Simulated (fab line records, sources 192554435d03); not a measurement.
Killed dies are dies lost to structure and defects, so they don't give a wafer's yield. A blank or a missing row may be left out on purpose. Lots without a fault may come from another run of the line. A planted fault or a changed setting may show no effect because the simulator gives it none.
Which tool did it? | flow n5_finfet | 7 lots, 20 wafers sampled, at 3 steps of a route of 1938

WHAT THE GAUGES READ, wafer by wafer
N5_FIN_SAQP_THK_MEAS_05.
lot  | measured    | on            | thk_nm (nm)
L163 | day 2 02:58 | film_metro-02 | 37.9 37.8 38.0
L166 | day 2 21:10 | film_metro-01 | 37.7 37.3 37.9
L169 | day 3 15:28 | film_metro-01 | 33.3 38.1
L177 | day 5 14:54 | film_metro-02 | 38.2 37.6 38.4
L180 | day 6 08:52 | film_metro-02 | 38.6 38.2 38.6
L183 | day 7 02:53 | film_metro-01 | 37.4 37.8 37.7
L185 | day 7 15:49 | film_metro-01 | 37.1 38.4 37.6

WHICH TOOL RAN EACH LOT (tool, then ch and the chambers of the sampled wafers, then the start)
lot  | N5_WELL_APT_EPI_41             | N5_FIN_SAQP_HM_DEP_03
L163 | epi_rpcvd-03 ch 0, day 1 22:25 | pecvd-02 ch 0,1, day 2 02:53
L166 | epi_rpcvd-02 ch 0, day 2 16:13 | pecvd-04 ch 1,2, day 2 21:05
L169 | epi_rpcvd-01 ch 0, day 3 10:12 | pecvd-04 ch 0, day 3 15:23
L177 | epi_rpcvd-01 ch 0, day 5 10:21 | pecvd-02 ch 0,2, day 5 14:47
L180 | epi_rpcvd-02 ch 0, day 6 04:19 | pecvd-01 ch 0,1,2, day 6 08:46
L183 | epi_rpcvd-02 ch 0, day 6 22:20 | pecvd-02 ch 0,2, day 7 02:47
L185 | epi_rpcvd-02 ch 0, day 7 10:25 | pecvd-01 ch 0,2, day 7 15:43
- N5_WELL_APT_EPI_41: deposits Si from SiH4/H2, target thk 50 nm, time 297.7 s.
- N5_FIN_SAQP_HM_DEP_03: deposits SiNx from SiH4/NH3/N2, target thk 38 nm, time 33.6 s.

THE ANSWER, worked out from the rows above alone
Rule: what is usual is taken from the lots themselves. Put in order of their means at a reading, lots are off if they are a third of the lots or fewer, leave a main group of 4 or more, and stand apart from it by a gap of 3 or more times the standard deviation of the main group's means; of several such gaps the widest counts. A main group whose means are all the same, to the digits that the tables above print for the reading, isn't used. A lot without any number at a reading at which 4 lots or more have one is off too. The other lots that the step has rows for count as sound.
Off: L169, at N5_FIN_SAQP_THK_MEAS_05 (thk_nm). The main group: mean 37.9 nm, standard deviation 0.3.
A tool fits if, at a process step before that reading, it ran every lot that is off, and no sound lot after the first of them. The gauges at N5_FIN_SAQP_THK_MEAS_05 are tried like those tools. One fits: pecvd-04 at N5_FIN_SAQP_HM_DEP_03. Its last sound lot is L166 (day 2 21:05), its first lot that is off L169 (day 3 15:23): a fault that began between those two fits.

WHAT THE SIMULATOR HAD PUT IN
Process parameter drift: pecvd-04, from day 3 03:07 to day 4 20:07, at N5_FIN_SAQP_HM_DEP_03. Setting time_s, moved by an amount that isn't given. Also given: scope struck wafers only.
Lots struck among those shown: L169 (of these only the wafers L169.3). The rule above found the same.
